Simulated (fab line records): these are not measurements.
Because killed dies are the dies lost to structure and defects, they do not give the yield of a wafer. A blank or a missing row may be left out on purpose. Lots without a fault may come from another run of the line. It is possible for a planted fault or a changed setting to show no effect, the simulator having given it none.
fab line records | flow nand-harc | part 1 of 2: steps 1 to 4 of 6
record: lots: 23 wafers: 69 last-day: 24
route steps=1159 shown A_STAIRCASE@599
lots that met no fault: from a run of the same line without faults
start-h: hours from the record's opening day to when the first of the lot's shown wafers began | wait-h: hours since the lot's step before | " unchanged from the row above | L1.1+2: one row covering several wafers at once | - no value, or no start was given | * or withheld: withheld | < > ~ a bound
route shown NAME@n: names a module that has steps shown in the file, with the first one's number in the route | usual: mean and standard deviation over wafers with no fault | same: alike in all rows | chamber/n: place in a boat | sites: each site's reading | _std_site: standard deviation of those values | _edge_site: inner sites' mean taken away from outer sites' mean | radius-mm: how far each site lies from the wafer's centre | mask NAME#n: copy n | behind: the tool/chamber that last shaped the wafer | hold: reason for holding the lot/hours on hold/outcome of the hold | device: which transistor (n, p or np) failed to switch | end of line: tests of these same wafers at the route's end | step lacking rows: just its recipe | killed: the dies lost at the first sort to structure and to defects; this is not the yield of the wafer | map: dies across one wafer; x = killed, . = not, _ = none there
set.NAME: the setting that was run; set.NAME@STEP: the one run at that earlier step | model.NAME: the simulator's own value behind a step, which no gauge read
route steps across a sampled set of lots; one table per step, one row per wafer
services: a tool's chamber out of use, with start hour (start-h, from the record's first day; less than 0 if before it), hours out, and reason
== steps ==
step: NHARC_A_STAIRCASE_STRIP_205
recipe: power-w: 1500 temp-c: 250 chemistry: O2
usual: drypump-motor-current-A: 5.66/0.28 heater-power-w: 304/15
columns lot.wafer tool chamber start-h wait-h drypump-motor-current-A heater-power-w rf-hours-counter-h
L076.4 plasma-asher-01 1 254.02 0.2 5.69 315 -
L076.5 " 1 " " 5.69 315 -
L076.6 " 0 " " 5.18 308 -
L078.1 plasma-asher-02 1 259.17 0.8 5.68 310 24
L078.6 " 0 " " 5.98 277 -
L078.5 " 1 " " 5.69 317 -
L077.1 plasma-asher-02 1 261.60 0.1 5.65 313 24
L077.4 " 0 " " 5.97 284 -
L077.6 " 1 " " 5.66 315 -
L075.1 plasma-asher-01 0 262.53 0.1 5.20 307 59
L075.3 " 0 " " 5.20 311 -
L075.6 " 0 " " 5.18 305 -
L079.2 plasma-asher-01 0 270.72 0.1 5.15 312 62
L079.1 " 1 " " 5.68 325 62
L079.6 " 1 " " 5.71 322 -
L082.1 plasma-asher-02 1 292.37 0.1 5.65 307 36
L082.4 " 1 " " 5.66 311 -
L082.6 " 0 " " 5.96 288 -
L084.2 plasma-asher-02 0 293.11 0.1 5.97 288 37
L084.4 " 1 " " 5.64 312 -
L084.6 " 0 " " 5.97 284 -
L081.2 plasma-asher-02 1 297.84 0.8 5.67 310 39
L081.3 " 0 " " 5.97 278 -
L081.6 " 1 " " 5.67 297 -
L080.1 plasma-asher-02 1 300.82 2.1 5.67 311 42
L080.3 " 0 " " 5.97 287 -
L080.5 " 1 " " 5.67 314 -
L083.2 plasma-asher-02 1 303.30 0.1 5.66 306 43
L083.1 " 0 " " 5.98 284 43
L083.6 " 1 " " 5.70 306 -
L087.1 plasma-asher-02 0 322.15 0.1 5.97 285 50
L087.4 " 0 " " 5.97 293 -
L087.6 " 1 " " 5.64 309 -
L086.2 plasma-asher-01 0 322.40 0.1 5.17 323 9
L086.1 " 1 " " 5.69 319 9
L086.5 " 1 " " 5.70 317 -
L088.2 plasma-asher-01 1 327.20 0.1 5.68 317 11
L088.3 " 0 " " 5.16 313 -
L088.6 " 0 " " 5.18 313 -
L085.1 plasma-asher-02 1 327.56 0.2 5.64 310 52
L085.2 " 0 " " 5.96 277 52
L085.3 " 1 " " 5.68 318 -
L089.1 plasma-asher-01 0 335.82 0.1 5.16 315 15
L089.4 " 1 " " 5.68 317 -
L089.6 " 1 " " 5.70 326 -
L091.4 plasma-asher-02 1 336.34 0.2 5.66 306 -
L091.5 " 1 " " 5.68 293 -
L091.6 " 0 " " 6.03 285 -
L090.1 plasma-asher-01 1 336.58 0.1 5.69 319 15
L090.3 " 0 " " 5.15 320 -
L090.6 " 0 " " 5.15 316 -
L092.4 plasma-asher-02 1 349.94 0.2 5.72 311 -
L092.3 " 0 " " 5.93 286 -
L092.6 " 1 " " 5.68 315 -
L093.2 plasma-asher-02 1 350.82 0.1 5.68 316 60
L093.4 " 0 " " 6.00 292 -
L093.3 " 1 " " 5.69 308 -
L094.2 plasma-asher-01 1 361.64 0.1 5.68 325 22
L094.1 " 0 " " 5.17 316 22
L094.5 " 0 " " 5.17 309 -
L095.1 plasma-asher-01 1 362.33 0.6 5.70 313 23
L095.3 " 0 " " 5.22 318 -
L095.6 " 1 " " 5.71 314 -
L096.1 plasma-asher-02 0 381.36 0.1 5.98 277 2
L096.2 " 1 " " 5.67 311 2
L096.6 " 0 " " 5.96 279 -
L097.3 plasma-asher-02 0 382.39 0.2 5.98 280 -
L097.4 " 1 " " 5.66 320 -
L097.6 " 0 " " 5.98 286 -
step: NHARC_A_STAIRCASE_TRIM_235
recipe: time-s: 211.2 o2-flow-sccm: 500 ar-flow-sccm: 0 bias-w: 0 chemistry: O2
usual: drypump-motor-current-A: 5.7/0.57 mfc-ar-sccm: 0.003/0.0035 oes-product-au: 0.995/0.01 rf-vpp-V: 57.9/0.86 showerhead-plenum-p-Torr: 3.58/0.16 throttle-valve-pct: 17.036/0.0089
columns lot.wafer tool chamber start-h wait-h drypump-motor-current-A mfc-ar-sccm oes-product-au rf-hours-counter-h rf-vpp-V showerhead-plenum-p-Torr throttle-valve-pct
L076.4 rie-diel-13 2 - - 5.8 0.009 1.006 57 57.5 3.78 17.044
L076.6 " 0 " " 6.3 0.003 0.998 - 56.3 3.26 17.045
L076.5 " 1 " " 6.0 0.008 1.015 - 58.2 3.34 17.035
L078.1 rie-diel-07 0 - - 5.1 0 0.995 8 58.5 3.80 17.054
L078.6 " 2 " " 6.6 0 1.015 - 58.7 3.49 17.034
L078.5 " 3 " " 5.1 0 0.992 - 58.0 3.57 17.020
L077.1 rie-diel-13 2 - - 5.8 0.009 1.006 59 58.5 3.77 17.055
L077.4 " 0 " " 6.3 0.003 0.988 59 56.6 3.26 17.041
L077.6 " 1 " " 6.0 0.008 1.008 - 57.8 3.33 17.030
L075.1 rie-diel-07 2 - - 6.6 0 1.006 8 57.1 3.49 17.029
L075.3 " 0 " " 5.1 0 0.978 9 59.2 3.80 17.027
L075.6 " 2 " " 6.6 0 1.012 - 57.9 3.49 17.043
L079.1 rie-diel-13 2 - - 5.8 0.009 1.009 63 58.3 3.77 17.050
L079.2 " 1 " " 6.0 0.008 1.013 64 57.1 3.33 17.014
L079.6 " 3 " " 5.2 0 0.984 - 57.7 3.48 17.041
L082.1 rie-diel-13 0 - - 6.3 0.003 1.000 6 58.9 3.80 17.045
L082.4 " 1 " " 5.9 0.008 1.008 7 58.0 3.33 17.032
L082.6 " 0 " " 6.3 0.003 0.983 - 59.4 3.80 17.038
L084.2 rie-diel-05 2 - - 6.3 0 1.004 53 58.1 3.60 17.015
L084.4 " 3 " " 6.3 0 1.005 45 57.4 3.45 17.030
L084.6 " 1 " " 5.3 0 0.979 - 60.2 3.78 17.038
L081.2 rie-diel-13 0 - - 6.3 0.003 0.989 7 59.2 3.80 17.035
L081.3 " 1 " " 6.0 0.008 1.003 8 57.9 3.33 17.037
L081.6 " 3 " " 5.2 0 0.999 - 57.8 3.48 17.045
L080.1 rie-diel-13 0 - - 6.3 0.003 0.992 8 58.2 3.80 17.039
L080.3 " 2 " " 5.9 0.009 0.986 9 57.5 3.77 17.018
L080.5 " 0 " " 6.3 0.003 0.998 - 58.4 3.80 17.038
L083.2 rie-diel-07 1 - - 4.9 0 0.982 23 57.4 3.59 17.027
L083.1 " 2 " " 6.6 0 1.025 22 58.3 3.48 17.049
L083.6 " 0 " " 5.1 0 0.999 - 58.3 3.79 17.049
L087.4 rie-diel-13 3 - - 5.2 0 0.988 15 56.5 3.47 17.028
L087.1 " 2 " " 5.9 0.009 0.984 15 57.8 3.76 17.023
L087.6 " 3 " " 5.2 0 0.991 - 57.7 3.47 17.036
L086.1 rie-diel-05 2 - - 6.3 0 1.000 61 60.1 3.60 17.032
L086.2 " 3 " " 6.3 0 0.990 53 58.0 3.44 17.028
L086.5 " 1 " " 5.3 0 0.996 - 59.6 3.77 17.042
L088.3 rie-diel-13 3 - - 5.2 0 0.992 18 57.3 3.47 17.041
L088.2 " 0 " " 6.3 0.003 1.009 18 58.1 3.80 17.022
L088.6 " 2 " " 5.9 0.009 0.989 - 57.3 3.76 17.029
L085.2 rie-diel-07 0 - - 5.1 0 0.978 32 57.8 3.79 17.038
L085.3 " 2 " " 6.6 0 1.007 35 56.8 3.47 17.048
L085.1 " 3 " " 5.1 0 1.006 32 57.1 3.55 17.038
L089.4 rie-diel-07 0 - - 5.1 0 0.992 36 56.6 3.79 17.033
L089.1 " 2 " " 6.6 0 1.017 38 58.4 3.47 17.031
L089.6 " 3 " " 5.1 0 1.006 - 57.0 3.55 17.039
L091.4 rie-diel-13 1 - - 5.9 0.008 1.001 20 59.4 3.32 17.048
L091.6 " 2 " " 5.8 0.009 0.994 - 57.6 3.76 17.051
L091.5 " 3 " " 5.2 0 0.993 - 57.1 3.47 17.038
L090.3 rie-diel-05 2 - - 6.3 0 0.997 67 58.3 3.59 17.034
L090.1 " 3 " " 6.3 0 0.997 58 56.5 3.44 17.031
L090.6 " 3 " " 6.3 0 1.002 - 59.4 3.44 17.030
L092.4 rie-diel-07 2 - - 6.6 0 1.008 45 58.4 3.47 17.051
L092.3 " 0 " " 5.1 0 0.985 45 58.5 3.78 17.035
L092.6 " 1 " " 4.9 0 0.993 - 59.0 3.58 17.035
L093.3 rie-diel-05 0 - - 6.3 0.005 0.986 2 58.7 3.46 17.026
L093.4 " 1 " " 5.3 0 0.984 1 58.5 3.77 17.040
L093.2 " 2 " " 6.3 0 1.011 2 57.8 3.59 17.045
L094.2 rie-diel-13 0 - - 6.3 0.003 0.995 32 58.8 3.79 17.037
L094.1 " 1 " " 5.9 0.008 1.003 32 56.8 3.32 17.039
L094.5 " 1 " " 6.0 0.008 0.995 - 57.6 3.32 17.027
L095.3 rie-diel-07 0 - - 5.1 0 0.983 50 58.9 3.78 17.032
L095.1 " 1 " " 4.9 0 0.978 52 56.8 3.58 17.031
L095.6 " 3 " " 5.1 0 0.995 - 58.0 3.54 17.038
L097.3 rie-diel-13 1 - - 5.9 0.008 0.995 38 57.1 3.31 17.024
L097.4 " 2 " " 5.8 0.009 0.983 38 59.1 3.75 17.051
L097.6 " 1 " " 6.0 0.008 0.997 - 56.7 3.31 17.029
L096.1 rie-diel-07 1 - - 4.9 0 0.993 58 58.1 3.57 17.023
L096.2 " 0 " " 5.1 0 0.997 56 59.4 3.78 17.048
L096.6 " 2 " " 6.6 0 1.013 - 57.8 3.47 17.025
step: NHARC_A_STAIRCASE_DESCUM_291
recipe: time-s: 3 o2-flow-sccm: 200 ar-flow-sccm: 0 bias-power-w: 0 chemistry: O2
usual: drypump-motor-current-A: 5.7/0.59 mfc-ar-sccm: 0.002/0.0034 oes-product-au: 0.995/0.0098 rf-vpp-V: 57.9/0.83 showerhead-plenum-p-Torr: 1.94/0.09 throttle-valve-pct: 11.311/0.0085
columns lot.wafer tool chamber start-h wait-h drypump-motor-current-A mfc-ar-sccm oes-product-au rf-hours-counter-h rf-vpp-V showerhead-plenum-p-Torr throttle-valve-pct
L076.4 rie-diel-05 0 263.24 - 6.3 0.005 0.992 31 57.6 1.89 11.303
L076.5 " 2 " " 6.3 0 0.998 - 57.4 1.96 11.317
L076.6 " 3 " " 6.3 0 0.987 - 57.1 1.87 11.313
L078.1 rie-diel-07 0 271.06 - 5.1 0 0.994 10 58.2 2.07 11.304
L078.6 " 3 " " 5.1 0 1.000 - 59.1 1.93 11.307
L078.5 " 0 " " 5.1 0 0.981 - 57.8 2.07 11.337
L077.1 rie-diel-13 1 271.62 - 5.9 0.008 1.025 62 58.0 1.80 11.307
L077.4 " 3 " " 5.2 0 1.008 - 58.1 1.89 11.321
L077.6 " 2 " " 5.8 0.009 1.002 - 57.1 2.06 11.310
L075.1 rie-diel-05 3 272.78 - 6.3 0 0.980 33 56.8 1.87 11.315
L075.3 " 1 " " 5.2 0 0.984 39 58.8 2.06 11.298
L075.6 " 0 " " 6.3 0.005 0.996 - 57.7 1.88 11.311
L079.1 rie-diel-07 0 281.42 - 5.1 0 0.988 13 57.7 2.07 11.313
L079.2 " 3 " " 5.1 0 1.000 13 58.1 1.93 11.310
L079.6 " 1 " " 4.9 0 0.996 - 59.4 1.95 11.309
L082.1 rie-diel-13 1 305.02 - 5.9 0.008 0.996 9 57.5 1.80 11.328
L082.4 " 0 " " 6.3 0.003 0.990 8 58.6 2.07 11.311
L082.6 " 1 " " 6.0 0.008 0.991 - 56.7 1.80 11.301
L084.2 rie-diel-13 2 307.01 - 5.8 0.009 0.996 10 59.1 2.05 11.311
L084.4 " 1 " " 6.0 0.008 1.009 10 56.8 1.80 11.321
L084.6 " 3 " " 5.2 0 1.001 - 55.6 1.88 11.323
L081.2 rie-diel-05 3 307.48 - 6.3 0 0.994 46 58.4 1.87 11.307
L081.3 " 1 " " 5.2 0 0.989 53 58.7 2.06 11.317
L081.6 " 0 " " 6.3 0.005 0.981 - 56.8 1.88 11.315
L080.3 rie-diel-07 0 309.60 - 5.1 0 0.996 23 58.9 2.07 11.318
L080.1 " 1 " " 4.9 0 0.988 25 58.7 1.95 11.311
L080.5 " 1 " " 4.9 0 0.992 - 58.3 1.95 11.307
L083.2 rie-diel-13 2 313.38 - 5.8 0.009 0.997 11 59.8 2.05 11.317
L083.1 " 3 " " 5.2 0 0.991 10 58.1 1.88 11.321
L083.6 " 1 " " 5.9 0.008 1.005 - 56.7 1.80 11.317
L087.4 rie-diel-07 1 331.17 - 4.9 0 0.979 35 58.3 1.95 11.299
L087.1 " 3 " " 5.1 0 0.994 32 57.6 1.93 11.308
L087.6 " 0 " " 5.1 0 0.983 - 57.6 2.07 11.305
L086.1 rie-diel-07 3 332.60 - 5.1 0 1.003 33 56.6 1.93 11.316
L086.2 " 0 " " 5.1 0 0.985 33 59.1 2.07 11.307
L086.5 " 2 " " 6.6 0 1.014 - 57.7 1.88 11.318
L088.3 rie-diel-07 3 342.21 - 5.1 0 0.991 37 58.5 1.93 11.307
L088.2 " 0 " " 5.1 0 0.986 38 56.9 2.06 11.308
L088.6 " 2 " " 6.6 0 1.002 - 57.2 1.88 11.311
L085.1 rie-diel-13 2 343.52 - 5.8 0.009 0.988 22 58.8 2.05 11.317
L085.2 " 3 " " 5.2 0 1.002 22 57.2 1.88 11.305
L085.3 " 0 " " 6.3 0.003 0.998 22 57.1 2.07 11.305
L089.1 rie-diel-13 2 345.40 - 5.8 0.009 0.992 23 57.6 2.05 11.316
L089.4 " 0 " " 6.3 0.003 0.992 23 57.9 2.07 11.304
L089.6 " 2 " " 5.8 0.009 0.996 - 57.9 2.05 11.321
L091.4 rie-diel-07 1 346.37 - 4.9 0 0.986 43 58.3 1.94 11.316
L091.6 " 2 " " 6.6 0 1.007 - 57.1 1.88 11.310
L091.5 " 3 " " 5.1 0 0.991 - 58.4 1.92 11.321
L090.1 rie-diel-13 1 347.00 - 5.9 0.008 0.999 24 58.1 1.79 11.307
L090.3 " 2 " " 5.8 0.009 0.993 24 58.4 2.05 11.311
L090.6 " 0 " " 6.3 0.003 1.002 - 57.6 2.07 11.316
L092.3 rie-diel-07 3 361.00 - 5.1 0 0.991 46 58.4 1.92 11.319
L092.6 " 3 " " 5.1 0 0.995 - 58.9 1.92 11.314
L092.4 " 0 " " 5.1 0 1.001 - 57.8 2.06 11.311
L093.2 rie-diel-05 3 362.96 - 6.3 0 1.003 6 58.3 1.86 11.302
L093.3 " 1 " " 5.2 0 0.988 4 57.6 2.05 11.313
L093.4 " 2 " " 6.2 0 1.006 4 57.3 1.95 11.311
L094.2 rie-diel-05 0 371.46 - 6.3 0.005 0.977 6 58.0 1.88 11.312
L094.1 " 2 " " 6.3 0 1.000 6 56.5 1.95 11.306
L094.5 " 1 " " 5.2 0 0.989 - 58.4 2.05 11.293
L095.1 rie-diel-13 1 374.42 - 5.9 0.008 0.994 34 56.1 1.79 11.312
L095.3 " 2 " " 5.8 0.009 0.988 33 58.0 2.04 11.311
L095.6 " 0 " " 6.3 0.003 0.993 - 59.1 2.07 11.311
L097.4 rie-diel-05 3 392.83 - 6.3 0 0.995 16 56.2 1.86 11.288
L097.3 " 1 " " 5.3 0 0.987 15 58.5 2.05 11.308
L097.6 " 3 " " 6.3 0 0.989 - 58.3 1.86 11.300
L096.1 rie-diel-05 1 394.66 - 5.2 0 0.983 16 59.0 2.05 11.321
L096.2 " 2 " " 6.3 0 1.005 17 58.1 1.95 11.307
L096.6 " 0 " " 6.3 0.005 0.987 - 57.6 1.87 11.317
step: NHARC_A_STAIRCASE_ETCH_294
recipe: target-depth-a: 49920 time-s: 1212.4 ion-energy-ev: 800 c4f8-flow-sccm: 80 o2-flow-sccm: 60 ar-flow-sccm: withheld rf-w: 600 bias-w: 3000 chemistry: C4F8/O2/Ar
usual: oes-product-au: 0.934/0.013 rf-vpp-V: 1832/11
columns lot.wafer tool chamber start-h wait-h oes-product-au rf-hours-counter-h rf-vpp-V
L076.4 rie-diel-05 1 - - 0.939 36 1846
L076.6 " 1 " " 0.953 - 1845
L076.5 " 2 " " 0.937 - 1834
L078.1 rie-diel-07 2 - - 0.955 9 1824
L078.5 " 3 " " 0.932 - 1830
L078.6 " 0 " " 0.924 - 1848
L077.1 rie-diel-13 1 - - 0.940 63 1813
L077.4 " 3 " " 0.927 - 1822
L077.6 " 1 " " 0.939 - 1811
L075.1 rie-diel-05 2 - - 0.937 41 1834
L075.3 " 3 " " 0.923 33 1822
L075.6 " 2 " " 0.939 - 1833
L079.1 rie-diel-07 0 - - 0.937 14 1847
L079.2 " 2 " " 0.956 14 1824
L079.6 " 0 " " 0.940 - 1846
L082.1 rie-diel-13 1 - - 0.942 9 1812
L082.4 " 3 " " 0.950 9 1823
L082.6 " 1 " " 0.941 - 1811
L084.4 rie-diel-13 2 - - 0.943 10 1844
L084.2 " 3 " " 0.936 10 1825
L084.6 " 1 " " 0.950 - 1812
L081.2 rie-diel-05 0 - - 0.934 48 1823
L081.3 " 3 " " 0.940 47 1821
L081.6 " 1 " " 0.935 - 1845
L080.1 rie-diel-07 3 - - 0.943 23 1829
L080.3 " 0 " " 0.939 24 1848
L080.5 " 2 " " 0.957 - 1824
L083.2 rie-diel-13 0 - - 0.939 11 1847
L083.1 " 2 " " 0.920 11 1844
L083.6 " 0 " " 0.923 - 1847
L087.4 rie-diel-07 1 - - 0.911 36 1831
L087.1 " 2 " " 0.941 35 1824
L087.6 " 0 " " 0.918 - 1846
L086.1 rie-diel-07 3 - - 0.938 33 1831
L086.2 " 2 " " 0.947 36 1825
L086.5 " 3 " " 0.933 - 1829
L088.2 rie-diel-07 2 - - 0.945 40 1823
L088.3 " 3 " " 0.928 37 1827
L088.6 " 1 " " 0.930 - 1832
L085.2 rie-diel-13 1 - - 0.926 22 1810
L085.1 " 2 " " 0.911 22 1844
L085.3 " 0 " " 0.920 22 1845
L089.1 rie-diel-13 3 - - 0.922 23 1823
L089.4 " 0 " " 0.930 23 1846
L089.6 " 3 " " 0.927 - 1822
L091.4 rie-diel-07 3 - - 0.918 39 1828
L091.6 " 3 " " 0.908 - 1830
L091.5 " 0 " " 0.919 - 1846
L090.1 rie-diel-13 1 - - 0.955 24 1810
L090.3 " 2 " " 0.940 24 1843
L090.6 " 2 " " 0.952 - 1843
L092.3 rie-diel-07 0 - - 0.916 49 1844
L092.6 " 1 " " 0.915 - 1830
L092.4 " 3 " " 0.924 - 1828
L093.3 rie-diel-05 1 - - 0.929 4 1845
L093.2 " 2 " " 0.977 5 1831
L093.4 " 3 " " 0.945 6 1819
L094.1 rie-diel-05 2 - - 0.951 6 1831
L094.2 " 3 " " 0.933 7 1820
L094.5 " 3 " " 0.937 - 1820
L095.1 rie-diel-13 1 - - 0.936 34 1809
L095.3 " 2 " " 0.938 34 1843
L095.6 " 0 " " 0.932 - 1846
L097.3 rie-diel-05 2 - - 0.948 16 1831
L097.4 " 3 " " 0.934 16 1819
L097.6 " 2 " " 0.942 - 1831
L096.2 rie-diel-05 3 - - 0.937 17 1820
L096.1 " 1 " " 0.918 16 1843
L096.6 " 3 " " 0.935 - 1820
